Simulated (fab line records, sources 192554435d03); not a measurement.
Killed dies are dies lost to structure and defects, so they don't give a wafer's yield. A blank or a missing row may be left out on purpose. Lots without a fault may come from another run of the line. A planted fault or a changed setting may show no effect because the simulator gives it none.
A struck lot beside a sound one | flow n5_finfet | 15 steps out of a route of 1938
Sound: wafers L234.1, L234.4, L234.6. Struck: wafers L240.2, L240.3. (L240.4 of the same lot was not struck and is left out.) The cause comes at the end.
At each step with rows: each side's tool, then ch and its chambers, then its first start. Under that, the readings that differ: sound wafers | struck wafers | difference of the means | sigmas: that difference in standard deviations of wafers without a fault.
alike: readings whose means differ by less than 2 such deviations, and words and numbers that are the same on both sides. not compared: withheld readings, readings that some wafer has no value for, bounds like >300 that may hide the same value, and numbers for which the record gives no deviation and whose values overlap.
The two part at a step that has a row with sigmas, a row that says differs or no value, or rows on one side only. Numbers that don't overlap but have no deviation are shown without sigmas and don't part them. A reading that every wafer of one side lacks parts them only if that side has two wafers or more.

N5_BEOL_M13_TRENCH_ETCH_34: etches SiOC in C4F8/O2/Ar, target depth 413.47 nm, time 162.6 s.
  sound on rie_diel-02 ch 0,1, day 11 16:14; struck on rie_diel-02 ch 0,1, day 13 09:46
  alike: drypump_motor_current_A, oes_product_au, rf_vpp_V, showerhead_plenum_p_Torr, throttle_valve_pct
  not compared: rf_hours_counter_h
then, 1 step without rows for these wafers: N5_BEOL_M13_STRIP_70 (strips in C4F8/O2/Ar).
N5_BEOL_M13_OCD_MEAS_35:
  sound on ocd-02, day 11 16:25; struck on ocd-02, day 13 09:57
  alike: trench_depth_nm
N5_BEOL_M13_STRIP_37: strips in N2/H2.
  sound on plasma_asher-02 ch 0,1, day 11 16:28; struck on plasma_asher-01 ch 1, day 13 09:59
  reading                     | sound          | struck    | difference | sigmas
  drypump_motor_current_A (A) | 5.87 5.89 5.72 | 5.08 5.09 | -0.74      | -2
  alike: heater_power_w, oes_product_au
  not compared: rf_hours_counter_h
then, 3 steps without rows for these wafers: N5_BEOL_M13_ETCH_38 (etches SiCN in CF4/N2, target depth 67.5 nm, time 71.9 s); N5_BEOL_M13_PRECLEAN_39 (cleans in residue remover, time 60 s); N5_BEOL_M13_SRD_40 (time 30 s, dry time 30 s).
N5_BEOL_M13_DEGAS_41: time 60 s.
  sound on pvd_sputter-01, day 11 19:54; struck on pvd_sputter-02, day 13 10:43
  alike: heater_power_w
N5_BEOL_M13_PRE_CLEAN_42: time 30 s.
  sound on pvd_sputter-01, day 11 19:56; struck on pvd_sputter-02, day 13 10:46
  alike: heater_power_w
then, 1 step without rows for these wafers: N5_BEOL_M13_SPUTTER_43 (material TaN, target thk 15 nm, time 24.19 s).
N5_BEOL_M13_SPUTTER_44: material Ta, target thk 10 nm, time 16.13 s.
  sound on pvd_sputter-01, day 11 20:04; struck on pvd_sputter-02, day 13 10:53
  alike: throttle_valve_pct
then, 1 step without rows for these wafers: N5_BEOL_M13_SPUTTER_45 (material Cu, target thk 80 nm, time 13.33 s).
N5_BEOL_M13_ECD_47: material Cu, target thk 936 nm.
  sound on ecd_cu-01 ch 1, day 11 20:16; struck on ecd_cu-01 ch 0,1, day 13 11:07
  reading                                 | sound           | struck    | difference | sigmas
  model.Cu_of_BEOL_M13_ECD_47.thk_nm (nm) | 932.2 933.8 940 | 1723 1739 | +796       |
then, 2 steps without rows for these wafers: N5_BEOL_M13_ANNEAL_48 (time 90 s); N5_PASSIVATION_PROBE_49.

WHERE THEY PART
Only at N5_BEOL_M13_STRIP_37, within this record. Later steps at which nothing parts them and some readings are alike: N5_BEOL_M13_DEGAS_41, N5_BEOL_M13_PRE_CLEAN_42, N5_BEOL_M13_SPUTTER_44.

WHY: what the simulator had put in
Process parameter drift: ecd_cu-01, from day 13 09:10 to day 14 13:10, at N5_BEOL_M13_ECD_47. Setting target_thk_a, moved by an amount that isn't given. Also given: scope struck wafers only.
